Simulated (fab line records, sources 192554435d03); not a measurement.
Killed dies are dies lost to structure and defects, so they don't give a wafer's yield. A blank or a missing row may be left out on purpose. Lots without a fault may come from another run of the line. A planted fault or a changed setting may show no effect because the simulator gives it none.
Split-lot experiment | flow n5_finfet | 7 lots, 21 wafers read, on a route of 1938 steps

THE SPLIT
At N5_BEOL_M14_ETCH_68 (etches SOC in N2/H2, time 450 s), the setting time_s was moved away from the recipe's 450 s on 9 of the 21 wafers read, by -7.1% to +17.0%. The other wafers ran this setting at the recipe's value.

The reading is taken at the split's own step.

THE READING
SiARC_of_BEOL_M14_COAT_66.thk_nm (the simulator's own value, which no gauge read), in nm, at N5_BEOL_M14_ETCH_68 (etches SOC in N2/H2, time 450 s). The file gives no usual value for it. The 12 wafers here that ran the recipe average 64.9 nm, standard deviation 0.51 nm.

wafer  | tool, chamber at the split | time_s as run, s | against the recipe | SiARC_of_BEOL_M14_COAT_66.thk_nm, nm | against lot-mates on the recipe
L075.1 | rie_diel-04, 3             | 450              | recipe             | 65.2                                 | -
L075.3 | rie_diel-04, 1             | 499.1            | +10.9%             | 60.4                                 | -4.8
L075.5 | rie_diel-04, 1             | 499.1            | +10.9%             | 60.2                                 | -5.0
L082.1 | rie_diel-04, 1             | 450              | recipe             | 65.4                                 | -
L082.2 | rie_diel-04, 0             | 450              | recipe             | 65.2                                 | -
L082.6 | rie_diel-04, 0             | 450              | recipe             | 64.6                                 | -
L083.1 | rie_diel-04, 3             | 450              | recipe             | 64.8                                 | -
L083.3 | rie_diel-04, 2             | 450              | recipe             | 63.8                                 | -
L083.4 | rie_diel-04, 1             | 450              | recipe             | 64.4                                 | -
L087.1 | rie_diel-04, 3             | 499.1            | +10.9%             | 61.2                                 | -3.7
L087.2 | rie_diel-04, 1             | 450              | recipe             | 65.2                                 | -
L087.4 | rie_diel-04, 0             | 450              | recipe             | 64.6                                 | -
L093.3 | rie_diel-04, 3             | 526.7            | +17.0%             | 58                                   | no lot-mate on the recipe
L093.5 | rie_diel-04, 3             | 526.7            | +17.0%             | 58                                   | no lot-mate on the recipe
L093.6 | rie_diel-04, 0             | 526.7            | +17.0%             | 57                                   | no lot-mate on the recipe
L095.2 | rie_diel-02, 3             | 420.2            | -6.6%              | 67.4                                 | +1.6
L095.4 | rie_diel-02, 2             | 420.2            | -6.6%              | 68.8                                 | +3.0
L095.6 | rie_diel-02, 2             | 450              | recipe             | 65.8                                 | -
L096.1 | rie_diel-03, 0             | 450              | recipe             | 65.2                                 | -
L096.3 | rie_diel-03, 2             | 450              | recipe             | 64.8                                 | -
L096.6 | rie_diel-03, 0             | 417.9            | -7.1%              | 68.4                                 | +3.4

THE FIT
A straight line over all 21 wafers: SiARC_of_BEOL_M14_COAT_66.thk_nm changes by -0.429 nm for each +1% of time_s; r = -0.99; the points scatter about the line by 0.55 nm.
The same after taking each lot's own level away (the mean of its wafers on the recipe; 18 wafers): -0.407 nm for each +1%; r = -0.98; scatter 0.48 nm.
On that fit, the largest move of time_s shifts the reading by 6.9 nm.
The lots' own levels span 64.33 to 65.80 nm, that is 2.9 times the standard deviation above.
So the lot-to-lot level changes the slope little: the two slopes agree.
Check: with one of the wafers moved furthest among these (+10.9%) left out of the fit, the line predicts -4.34 nm for it against its lot-mates. It came out at -4.8 nm against them.

OTHER SPLITS ON THESE WAFERS
These wafers also went through other splits before the reading. Each is held against what the fit with the lots' levels taken away leaves over:
other split on the same wafers    | wafers away from the commonest value | r with SiARC_of_BEOL_M14_COAT_66.thk_nm (lot level and that fit taken away)
N5_BEOL_M13_ILD_DEP_00 time_s     | 4                                    | +0.19
N5_BEOL_M13_PEB_26 peb_time_s     | 8                                    | -0.44
N5_BEOL_M13_TRENCH_ETCH_34 time_s | 7                                    | +0.17

THE FILE'S OWN FIT
SiARC_of_BEOL_M14_COAT_66.thk_nm changes by -0.401 nm for each +1% of time_s, r = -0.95.
